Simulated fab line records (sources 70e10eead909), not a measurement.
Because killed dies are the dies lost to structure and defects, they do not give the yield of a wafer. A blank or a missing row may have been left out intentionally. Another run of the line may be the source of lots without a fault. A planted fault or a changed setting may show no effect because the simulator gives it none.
Chamber matching	flow nand-harc	3 sister chambers for NHARC_A_STAIRCASE_DEP_322 on pecvd-03
The step deposits SiO2, target thk 3800 nm. 16 wafers are shown with their chamber, then 8 later ones without.

WAFERS WITH THEIR CHAMBER
wafer	chamber	heater-power-w (W)	heater-power-outer-w (W)
L079.1	1	761	456
L079.4	0	505	278
L079.6	1	637	351
L081.2	2	839	451
L081.3	0	634	388
L081.4	2	675	371
L088.3	1	710	415
L088.5	0	518	287
L088.6	1	648	352
L089.1	1	751	457
L089.3	0	624	366
L089.6	1	622	345
L090.1	0	624	367
L090.2	1	755	430
L090.6	2	693	370
L093.4	0	521	291

SIGNATURES (means of the wafers above)
reading	chamber 0	chamber 1	chamber 2	scatter within a chamber
heater-power-w	571.00	697.71	735.67	66.6
heater-power-outer-w	329.50	400.86	397.33	49.3
Rule: a wafer's distance from a chamber is the root of the sum, over the readings, of the square of ((its reading less the chamber's mean) divided by the reading's scatter). The wafer belongs to the nearest chamber; if the next one is less than 2 further off, it can't be placed. The scatter: take each reading less its chamber's mean, square it, sum over the shown wafers, divide by the number of wafers less the number of chambers, and take the root.

WAFERS WITHOUT THEIR CHAMBER
wafer	heater-power-w (W)	heater-power-outer-w (W)
L093.5	628	350
L093.6	693	370
L095.1	522	292
L095.2	722	425
L095.4	514	286
L097.1	634	369
L097.5	609	349
L097.6	518	294

WHICH CHAMBER EACH WENT THROUGH
wafer	from the rows above	in truth
L093.5	can't be placed: 0 or 1 or 2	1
L093.6	can't be placed: 1 or 2 or 0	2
L095.1	0	0
L095.2	can't be placed: 2 or 1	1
L095.4	0	0
L097.1	can't be placed: 1 or 0 or 2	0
L097.5	can't be placed: 0 or 1 or 2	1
L097.6	0	0
3 of 8 placed correctly. Unplaceable from these rows: 5, with the true chamber sitting among the candidates in 5. Number placed wrongly: 0.
